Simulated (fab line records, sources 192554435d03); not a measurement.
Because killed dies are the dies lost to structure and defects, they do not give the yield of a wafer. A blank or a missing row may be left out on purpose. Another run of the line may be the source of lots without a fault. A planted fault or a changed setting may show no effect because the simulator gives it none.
Chamber matching || flow n5-finfet || N5_FIN_SAQP_ETCH_69 on rie-diel-04 has 4 sister chambers
The step etches SOC in N2/H2, stops on SiNx, target depth 150 nm. 22 wafers are shown with their chamber, then 11 later ones without.

WAFERS, EACH WITH ITS CHAMBER
{"wafer": "L074.2", "chamber": 1, "showerhead-plenum-p-Torr (Torr)": 2.58, "throttle-valve-pct (%)": 17.63, "drypump-motor-current-A (A)": 5.8}
{"wafer": "L074.3", "chamber": 3, "showerhead-plenum-p-Torr (Torr)": 2.65, "throttle-valve-pct (%)": 17.77, "drypump-motor-current-A (A)": 5.6}
{"wafer": "L074.5", "chamber": 1, "showerhead-plenum-p-Torr (Torr)": 2.58, "throttle-valve-pct (%)": 17.62, "drypump-motor-current-A (A)": 5.7}
{"wafer": "L077.3", "chamber": 1, "showerhead-plenum-p-Torr (Torr)": 2.57, "throttle-valve-pct (%)": 17.62, "drypump-motor-current-A (A)": 5.8}
{"wafer": "L077.4", "chamber": 3, "showerhead-plenum-p-Torr (Torr)": 2.65, "throttle-valve-pct (%)": 17.82, "drypump-motor-current-A (A)": 5.7}
{"wafer": "L077.5", "chamber": 1, "showerhead-plenum-p-Torr (Torr)": 2.58, "throttle-valve-pct (%)": 17.63, "drypump-motor-current-A (A)": 5.8}
{"wafer": "L078.1", "chamber": 2, "showerhead-plenum-p-Torr (Torr)": 2.65, "throttle-valve-pct (%)": 18.45, "drypump-motor-current-A (A)": 4.7}
{"wafer": "L078.2", "chamber": 1, "showerhead-plenum-p-Torr (Torr)": 2.57, "throttle-valve-pct (%)": 17.63, "drypump-motor-current-A (A)": 5.8}
{"wafer": "L078.4", "chamber": 3, "showerhead-plenum-p-Torr (Torr)": 2.64, "throttle-valve-pct (%)": 17.81, "drypump-motor-current-A (A)": 5.7}
{"wafer": "L082.2", "chamber": 0, "showerhead-plenum-p-Torr (Torr)": 2.44, "throttle-valve-pct (%)": 17.94, "drypump-motor-current-A (A)": 5.5}
{"wafer": "L082.4", "chamber": 3, "showerhead-plenum-p-Torr (Torr)": 2.64, "throttle-valve-pct (%)": 17.85, "drypump-motor-current-A (A)": 5.6}
{"wafer": "L082.5", "chamber": 1, "showerhead-plenum-p-Torr (Torr)": 2.57, "throttle-valve-pct (%)": 17.67, "drypump-motor-current-A (A)": 5.8}
{"wafer": "L083.2", "chamber": 1, "showerhead-plenum-p-Torr (Torr)": 2.57, "throttle-valve-pct (%)": 17.65, "drypump-motor-current-A (A)": 5.8}
{"wafer": "L083.3", "chamber": 0, "showerhead-plenum-p-Torr (Torr)": 2.43, "throttle-valve-pct (%)": 17.95, "drypump-motor-current-A (A)": 5.6}
{"wafer": "L083.4", "chamber": 2, "showerhead-plenum-p-Torr (Torr)": 2.64, "throttle-valve-pct (%)": 18.46, "drypump-motor-current-A (A)": 4.8}
{"wafer": "L084.4", "chamber": 0, "showerhead-plenum-p-Torr (Torr)": 2.43, "throttle-valve-pct (%)": 17.95, "drypump-motor-current-A (A)": 5.6}
{"wafer": "L084.5", "chamber": 2, "showerhead-plenum-p-Torr (Torr)": 2.64, "throttle-valve-pct (%)": 18.46, "drypump-motor-current-A (A)": 4.7}
{"wafer": "L084.6", "chamber": 1, "showerhead-plenum-p-Torr (Torr)": 2.57, "throttle-valve-pct (%)": 17.67, "drypump-motor-current-A (A)": 5.8}
{"wafer": "L085.3", "chamber": 0, "showerhead-plenum-p-Torr (Torr)": 2.43, "throttle-valve-pct (%)": 17.96, "drypump-motor-current-A (A)": 5.5}
{"wafer": "L085.4", "chamber": 1, "showerhead-plenum-p-Torr (Torr)": 2.57, "throttle-valve-pct (%)": 17.67, "drypump-motor-current-A (A)": 5.8}
{"wafer": "L085.5", "chamber": 2, "showerhead-plenum-p-Torr (Torr)": 2.64, "throttle-valve-pct (%)": 18.49, "drypump-motor-current-A (A)": 4.7}
{"wafer": "L086.1", "chamber": 2, "showerhead-plenum-p-Torr (Torr)": 2.64, "throttle-valve-pct (%)": 18.48, "drypump-motor-current-A (A)": 4.8}

SIGNATURES (means of the wafers above)
{"reading": "showerhead-plenum-p-Torr", "chamber 0": 2.4325, "chamber 1": 2.5733, "chamber 2": 2.6420, "chamber 3": 2.6450, "scatter within a chamber": 0.00503}
{"reading": "throttle-valve-pct", "chamber 0": 17.9500, "chamber 1": 17.6433, "chamber 2": 18.4680, "chamber 3": 17.8125, "scatter within a chamber": 0.0215}
{"reading": "drypump-motor-current-A", "chamber 0": 5.550, "chamber 1": 5.789, "chamber 2": 4.740, "chamber 3": 5.650, "scatter within a chamber": 0.0477}
Rule: a wafer's distance from a chamber is the root of the sum, over the readings, of the square of ((its reading less the chamber's mean) divided by the reading's scatter). The wafer belongs to the nearest chamber; if the next one is less than 2 further off, it can't be placed. The scatter: take each reading less its chamber's mean, square it, sum over the shown wafers, divide by the number of wafers less the number of chambers, and take the root.

WAFERS WITHOUT THEIR CHAMBER
{"wafer": "L086.3", "showerhead-plenum-p-Torr (Torr)": 2.43, "throttle-valve-pct (%)": 17.97, "drypump-motor-current-A (A)": 5.5}
{"wafer": "L086.5", "showerhead-plenum-p-Torr (Torr)": 2.56, "throttle-valve-pct (%)": 17.66, "drypump-motor-current-A (A)": 5.8}
{"wafer": "L089.1", "showerhead-plenum-p-Torr (Torr)": 2.56, "throttle-valve-pct (%)": 17.69, "drypump-motor-current-A (A)": 5.8}
{"wafer": "L089.2", "showerhead-plenum-p-Torr (Torr)": 2.43, "throttle-valve-pct (%)": 17.99, "drypump-motor-current-A (A)": 5.6}
{"wafer": "L089.6", "showerhead-plenum-p-Torr (Torr)": 2.56, "throttle-valve-pct (%)": 17.68, "drypump-motor-current-A (A)": 5.8}
{"wafer": "L091.4", "showerhead-plenum-p-Torr (Torr)": 2.56, "throttle-valve-pct (%)": 17.70, "drypump-motor-current-A (A)": 5.8}
{"wafer": "L091.5", "showerhead-plenum-p-Torr (Torr)": 2.63, "throttle-valve-pct (%)": 17.87, "drypump-motor-current-A (A)": 5.7}
{"wafer": "L091.6", "showerhead-plenum-p-Torr (Torr)": 2.43, "throttle-valve-pct (%)": 17.98, "drypump-motor-current-A (A)": 5.5}
{"wafer": "L095.4", "showerhead-plenum-p-Torr (Torr)": 2.63, "throttle-valve-pct (%)": 18.04, "drypump-motor-current-A (A)": 4.7}
{"wafer": "L095.5", "showerhead-plenum-p-Torr (Torr)": 2.56, "throttle-valve-pct (%)": 17.70, "drypump-motor-current-A (A)": 5.8}
{"wafer": "L095.6", "showerhead-plenum-p-Torr (Torr)": 2.42, "throttle-valve-pct (%)": 17.99, "drypump-motor-current-A (A)": 5.5}

WHICH CHAMBER EACH WENT THROUGH
{"wafer": "L086.3", "from the rows above": 0, "in truth": 0}
{"wafer": "L086.5", "from the rows above": 1, "in truth": 1}
{"wafer": "L089.1", "from the rows above": 1, "in truth": 1}
{"wafer": "L089.2", "from the rows above": 0, "in truth": 0}
{"wafer": "L089.6", "from the rows above": 1, "in truth": 1}
{"wafer": "L091.4", "from the rows above": 1, "in truth": 1}
{"wafer": "L091.5", "from the rows above": 3, "in truth": 3}
{"wafer": "L091.6", "from the rows above": 0, "in truth": 0}
{"wafer": "L095.4", "from the rows above": 2, "in truth": 2}
{"wafer": "L095.5", "from the rows above": 1, "in truth": 1}
{"wafer": "L095.6", "from the rows above": 0, "in truth": 0}
Correctly placed: 11 of 11. Can't be placed from these rows: 0. Number placed wrongly: 0.
